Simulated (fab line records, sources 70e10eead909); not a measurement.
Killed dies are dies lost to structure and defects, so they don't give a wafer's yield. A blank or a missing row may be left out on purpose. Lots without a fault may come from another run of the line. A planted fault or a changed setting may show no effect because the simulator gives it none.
Problem report in the 8D (eight disciplines) form, filled by code | flow nand_harc | the parts of the form that need people (team, actions taken, sign-off) are left out

1. THE PROBLEM
thk_nm at NHARC_A_ONON_D1_THK_MEAS_18 reads a mean of 1812 nm on 4 wafers of 2 lots; wafers without a fault read 1001 nm with a standard deviation of 11. That is +74 standard deviations from the usual mean.
The step: measures by ellipsometry.
First seen on wafer L659.1, day 11 03:50, on film_metro-01. The record holds 31 wafers of 11 lots with a number at this step. Rule for "out", or "out of limits": more than 4 standard deviations from the usual mean. The other wafers with a number count as sound.

2. WHAT IT IS AND WHAT IT IS NOT
question                    | is                     | is not
which readings at this step | thk_nm                 | -
which lots                  | L658, L659             | L646, L647, L648, L649, L650, L651, L662, L665, L668
which wafers of those lots  | all that have a number | -
read on which gauges        | film_metro-01          | film_metro-02
when                        | from day 11 03:50      | up to then (18 sound wafers); but 9 sound wafers of L662, L665, L668 came after

3. SUSPECTS, AND WHAT RULES EACH OUT
Counting: a tool at a process step up to the reading stays a suspect if it ran every lot that is out and no sound lot after the first of them.
- the gauge at NHARC_A_ONON_D1_THK_MEAS_18: ruled out. All the wafers that are out were read on film_metro-01, but those of them that NHARC_END_SORT_01 has rows for are out there too, on other tools.
- pecvd_onon-03 at NHARC_A_ONON_D1_DEP_16 (target thk 1000 nm): kept. It ran every lot that is out, first L659 (day 11 03:20), and no sound lot after that; its last sound lot up to then is L649 (day 8 15:06).
Left after counting: pecvd_onon-03 at NHARC_A_ONON_D1_DEP_16.

4. THE CAUSE (what the simulator had put in)
Process parameter drift: pecvd_onon-03, from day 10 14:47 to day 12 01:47, at NHARC_A_ONON_D1_DEP_16. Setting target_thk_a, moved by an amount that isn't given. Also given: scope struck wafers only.
Counting left only this tool.

5. THE CHAIN OF EFFECTS, in route order
Each row: a reading whose mean over the struck wafers that have a number lies more than 3 standard deviations from the usual. Only readings for which the record gives a usual standard deviation are gone through. hours: the time from each lot's start at the first step in this table that gives one to its start at this step, as a median over the lots. sigmas: the change in usual standard deviations.
hours | step                        | reading         | usual   | on struck wafers | change | sigmas
0     | NHARC_A_ONON_D1_THK_MEAS_18 | thk_nm          | 1001 nm | 1812             | +811   | +74
262   | NHARC_END_SORT_01           | killed_at_array | 26      | 675              | +649   | +68
262   | NHARC_END_SORT_01           | killed_dies     | 31      | 677              | +646   | +65

6. WHAT WOULD HAVE CAUGHT IT SOONER
In this record the first reading out of limits at a measuring or inspecting step was taken at day 11 03:50, 13 hours after the fault began at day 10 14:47.
Of the tool readings at NHARC_A_ONON_D1_DEP_16 for which the record gives a usual standard deviation, none was out on any struck wafer, so an alarm limit of 4 standard deviations on them would not have fired.
All the lots that are out (2) had begun NHARC_A_ONON_D1_DEP_16 on pecvd_onon-03 by day 11 03:50. A hold on the tool at that time would have spared none of them.
